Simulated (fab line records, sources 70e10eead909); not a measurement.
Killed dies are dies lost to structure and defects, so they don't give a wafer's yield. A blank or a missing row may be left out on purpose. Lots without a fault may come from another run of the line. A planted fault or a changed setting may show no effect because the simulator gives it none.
Which tool did it? | flow nand_harc | 15 lots, 45 wafers sampled, at 4 steps of a route of 1302

WHAT THE GAUGES READ, wafer by wafer
The record holds no reading of a measuring or inspecting step that can be judged against a usual standard deviation.

WHICH TOOL RAN EACH LOT (tool, then ch and the chambers of the sampled wafers, then the start)
lot  | NHARC_A_M1_ANNEAL_31             | NHARC_A_BONDPAD_ETCH_12                       | NHARC_A_BONDPAD_DEGAS_25     | NHARC_THIN_TSV_ETCH_59
L655 | rtp_anneal-01 ch 0, day 23 05:29 | rie_diel-02 ch 2,3, day 23 09:26 or earlier   | pvd_sputter-01, day 23 09:26 | rie_metal-01 ch 0, day 24 05:43
L656 | rtp_anneal-01 ch 0, day 23 07:11 | rie_diel-11 ch 1,2,3, day 23 11:06 or earlier | pvd_sputter-02, day 23 11:06 | rie_metal-03 ch 0,1, day 24 06:36
L659 | rtp_anneal-02 ch 0, day 24 04:50 | rie_diel-09 ch 0,1,2, day 24 08:41 or earlier | pvd_sputter-01, day 24 08:41 | rie_metal-03 ch 0,1, day 25 07:04
L658 | rtp_anneal-02 ch 0, day 24 05:35 | rie_diel-02 ch 1,2,3, day 24 09:31 or earlier | pvd_sputter-03, day 24 09:31 | rie_metal-02 ch 0,1, day 25 05:23
L660 | rtp_anneal-02 ch 0, day 24 20:59 | rie_diel-11 ch 1,2,3, day 25 00:52 or earlier | pvd_sputter-03, day 25 00:52 | rie_metal-02 ch 0,1, day 25 21:14
L661 | rtp_anneal-02 ch 0, day 25 11:58 | rie_diel-11 ch 0,2, day 25 15:51 or earlier   | pvd_sputter-03, day 25 15:51 | rie_metal-03 ch 0,1, day 26 14:56
L663 | rtp_anneal-02 ch 0, day 26 05:28 | rie_diel-11 ch 0,1,3, day 26 09:05 or earlier | pvd_sputter-02, day 26 09:05 | rie_metal-03 ch 0,1, day 27 05:16
L670 | rtp_anneal-02 ch 0, day 29 04:24 | rie_diel-11 ch 1,2,3, day 29 08:22 or earlier | pvd_sputter-02, day 29 08:22 | rie_metal-01 ch 0,1, day 30 07:39
L671 | rtp_anneal-02 ch 0, day 29 18:31 | rie_diel-11 ch 0,3, day 29 22:23 or earlier   | pvd_sputter-02, day 29 22:23 | rie_metal-02 ch 0,1, day 30 19:24
L673 | rtp_anneal-02 ch 0, day 30 17:08 | rie_diel-02 ch 0,1,3, day 30 21:07 or earlier | pvd_sputter-01, day 30 21:07 | rie_metal-02 ch 0,1, day 31 17:43
L675 | rtp_anneal-01 ch 0, day 30 19:58 | rie_diel-11 ch 0,2,3, day 30 23:52 or earlier | pvd_sputter-02, day 30 23:52 | rie_metal-01 ch 0,1, day 31 18:58
L674 | rtp_anneal-01 ch 0, day 31 02:47 | rie_diel-11 ch 0,1,3, day 31 06:40 or earlier | pvd_sputter-01, day 31 06:40 | rie_metal-02 ch 1, day 32 09:28
L676 | rtp_anneal-01 ch 0, day 32 00:29 | rie_diel-02 ch 0,2,3, day 32 04:07 or earlier | pvd_sputter-01, day 32 04:07 | rie_metal-02 ch 0,1, day 33 01:07
L677 | rtp_anneal-01 ch 0, day 32 01:59 | rie_diel-11 ch 1,3, day 32 05:45 or earlier   | pvd_sputter-02, day 32 05:45 | rie_metal-01 ch 0,1, day 33 02:28
L678 | rtp_anneal-01 ch 0, day 33 02:02 | rie_diel-11 ch 0,2, day 33 05:53 or earlier   | pvd_sputter-03, day 33 05:53 | rie_metal-02 ch 0,1, day 34 01:46
- NHARC_A_M1_ANNEAL_31: time 90 s.
- NHARC_A_BONDPAD_ETCH_12: etches the open film in CHF3/O2, target depth 220 nm, time 110 s.
- NHARC_A_BONDPAD_DEGAS_25: time 60 s.
- NHARC_THIN_TSV_ETCH_59: etches the open film in Cl2/BCl3, target depth 880 nm, time 138.1 s.

WHAT THE TOOLS THEMSELVES READ (means of the sampled wafers that have a number; where no wafer has one, the mark that the record gives instead)
NHARC_A_M1_ANNEAL_31. Usual: wafer_temp_C_max 226.3, standard deviation 0.31.
lot  | tool          | wafer_temp_C_max | flag
L655 | rtp_anneal-01 | 226.3            |
L656 | rtp_anneal-01 | 226.3            |
L659 | rtp_anneal-02 | 226.5            |
L658 | rtp_anneal-02 | 226.5            |
L660 | rtp_anneal-02 | 226.3            |
L661 | rtp_anneal-02 | 226.6            |
L663 | rtp_anneal-02 | 226.3            |
L670 | rtp_anneal-02 | 226.3            |
L671 | rtp_anneal-02 | 226.6            |
L673 | rtp_anneal-02 | 226.5            |
L675 | rtp_anneal-01 | 226.5            |
L674 | rtp_anneal-01 | 226.1            |
L676 | rtp_anneal-01 | 226.2            |
L677 | rtp_anneal-01 | 226.1            |
L678 | rtp_anneal-01 | 225.9            |

NHARC_A_BONDPAD_ETCH_12. Usual: bias_w 200.0 W, standard deviation 0.58; chamber_pressure_mTorr 25.000 mTorr, standard deviation 0.023; drypump_motor_current_A 5.7 A, standard deviation 0.49; o2_flow_sccm 10.00 sccm, standard deviation 0.03; oes_product_au 0.936 a.u., standard deviation 0.022; rf_vpp_V 370.9 V, standard deviation 2.1; showerhead_plenum_p_Torr 2.42 Torr, standard deviation 0.095; throttle_valve_pct 20.572 %, standard deviation 0.0094.
lot  | tool        | bias_w (W) | chamber_pressure_mTorr (mTorr) | drypump_motor_current_A (A) | o2_flow_sccm (sccm) | oes_product_au (a.u.) | rf_vpp_V (V) | showerhead_plenum_p_Torr (Torr) | throttle_valve_pct (%) | flag
L655 | rie_diel-02 | 200.1      | 24.998                         | 5.9                         | 10.00               | 0.924                 | 370.7        | 2.42                            | 20.558                 |
L656 | rie_diel-11 | 199.6      | 24.991                         | 5.9                         | 10.00               | 0.934                 | 369.8        | 2.38                            | 20.572                 |
L659 | rie_diel-09 | 200.4      | 24.989                         | 6.1                         | 10.00               | 0.927                 | 371.1        | 2.44                            | 20.569                 |
L658 | rie_diel-02 | 200.2      | 24.999                         | 5.7                         | 9.99                | 0.919                 | 370.1        | 2.39                            | 20.570                 |
L660 | rie_diel-11 | 200.2      | 25.016                         | 5.8                         | 10.04               | 0.956                 | 369.3        | 2.38                            | 20.566                 |
L661 | rie_diel-11 | 200.4      | 25.025                         | 6.2                         | 9.99                | 0.931                 | 371.6        | 2.45                            | 20.572                 |
L663 | rie_diel-11 | 199.5      | 24.971                         | 5.5                         | 9.98                | 0.925                 | 370.7        | 2.43                            | 20.578                 |
L670 | rie_diel-11 | 200.1      | 25.006                         | 5.9                         | 10.04               | 0.919                 | 369.4        | 2.38                            | 20.574                 |
L671 | rie_diel-11 | 199.6      | 25.007                         | 5.6                         | 10.01               | 0.923                 | 372.0        | 2.49                            | 20.578                 |
L673 | rie_diel-02 | 199.7      | 25.015                         | 5.5                         | 10.01               | 0.920                 | 370.5        | 2.40                            | 20.579                 |
L675 | rie_diel-11 | 200.0      | 25.006                         | 5.9                         | 10.00               | 0.924                 | 371.4        | 2.44                            | 20.579                 |
L674 | rie_diel-11 | 199.9      | 24.990                         | 5.5                         | 10.01               | 0.955                 | 370.8        | 2.43                            | 20.577                 |
L676 | rie_diel-02 | 200.0      | 24.989                         | 5.7                         | 10.01               | 0.936                 | 371.6        | 2.42                            | 20.568                 |
L677 | rie_diel-11 | 200.3      | 24.998                         | 5.4                         | 10.00               | 0.960                 | 369.6        | 2.36                            | 20.580                 |
L678 | rie_diel-11 | 199.5      | 25.003                         | 5.8                         | 9.98                | 0.952                 | 372.5        | 2.50                            | 20.576                 |

NHARC_A_BONDPAD_DEGAS_25. Usual: heater_power_w 486 W, standard deviation 41.
lot  | tool           | heater_power_w (W) | flag
L655 | pvd_sputter-01 | 510                |
L656 | pvd_sputter-02 | 462                |
L659 | pvd_sputter-01 | 509                |
L658 | pvd_sputter-03 | 467                |
L660 | pvd_sputter-03 | 498                |
L661 | pvd_sputter-03 | 497                |
L663 | pvd_sputter-02 | 481                |
L670 | pvd_sputter-02 | 504                |
L671 | pvd_sputter-02 | 510                |
L673 | pvd_sputter-01 | 463                |
L675 | pvd_sputter-02 | 469                |
L674 | pvd_sputter-01 | 473                |
L676 | pvd_sputter-01 | 500                |
L677 | pvd_sputter-02 | 529                |
L678 | pvd_sputter-03 | 504                |

NHARC_THIN_TSV_ETCH_59. Usual: bcl3_flow_sccm 30.00 sccm, standard deviation 0.081; bias_w 100.0 W, standard deviation 0.3; drypump_motor_current_A 5.7 A, standard deviation 0.35; oes_product_au 0.998 a.u., standard deviation 0.011; throttle_valve_pct 22.265 %, standard deviation 0.0088.
lot  | tool         | bcl3_flow_sccm (sccm) | bias_w (W) | drypump_motor_current_A (A) | oes_product_au (a.u.) | throttle_valve_pct (%) | flag
L655 | rie_metal-01 | 29.95                 | 100.1      | 5.9                         | 0.986                 | 22.272                 |
L656 | rie_metal-03 | 30.01                 | 100.1      | 5.6                         | 1.002                 | 22.269                 |
L659 | rie_metal-03 | 29.96                 | 100.2      | 5.6                         | 1.002                 | 22.268                 |
L658 | rie_metal-02 | 29.98                 | 100.5      | 5.4                         | 1.003                 | 22.267                 |
L660 | rie_metal-02 | -                     | -          | -                           | -                     | -                      | OFF
L661 | rie_metal-03 | -                     | -          | -                           | -                     | -                      | OFF
L663 | rie_metal-03 | -                     | -          | -                           | -                     | -                      | OFF
L670 | rie_metal-01 | 29.98                 | 100.0      | 6.0                         | 0.991                 | 22.270                 |
L671 | rie_metal-02 | 30.04                 | 99.6       | 5.8                         | 0.994                 | 22.263                 |
L673 | rie_metal-02 | 29.99                 | 99.6       | 5.4                         | 1.008                 | 22.266                 |
L675 | rie_metal-01 | 30.08                 | 100.0      | 6.0                         | 0.992                 | 22.267                 |
L674 | rie_metal-02 | 29.97                 | 99.9       | 5.1                         | 1.011                 | 22.270                 |
L676 | rie_metal-02 | 29.95                 | 100.0      | 5.4                         | 1.000                 | 22.260                 |
L677 | rie_metal-01 | 30.06                 | 99.7       | 6.0                         | 0.997                 | 22.263                 |
L678 | rie_metal-02 | 29.91                 | 100.2      | 5.8                         | 0.994                 | 22.265                 |

THE ANSWER, worked out from the rows above alone
Rule: a lot is off if the mean of its wafers that have a number lies more than 3 standard deviations from the usual mean. A lot without any number at a reading at which 4 lots or more have one is off too. The other lots that the step has rows for count as sound. The gauges are gone through in route order, then the tools' own readings, and for those a lot's mean is taken as printed above. The first step at which some lot is off is used, and at that step the reading that is off furthest; a lot without a number counts as furthest.
Off: L660, L661, L663, at NHARC_THIN_TSV_ETCH_59 (bcl3_flow_sccm). Without a number there: L660, L661, L663.
A tool fits if, at that step or a process step before it, it ran every lot that is off, and no sound lot after the first of them. NHARC_A_BONDPAD_ETCH_12 gives no start for some lots, so the hours and the order of its lots are those of NHARC_A_BONDPAD_DEGAS_25. None of those tried fits.

WHAT THE SIMULATOR HAD PUT IN
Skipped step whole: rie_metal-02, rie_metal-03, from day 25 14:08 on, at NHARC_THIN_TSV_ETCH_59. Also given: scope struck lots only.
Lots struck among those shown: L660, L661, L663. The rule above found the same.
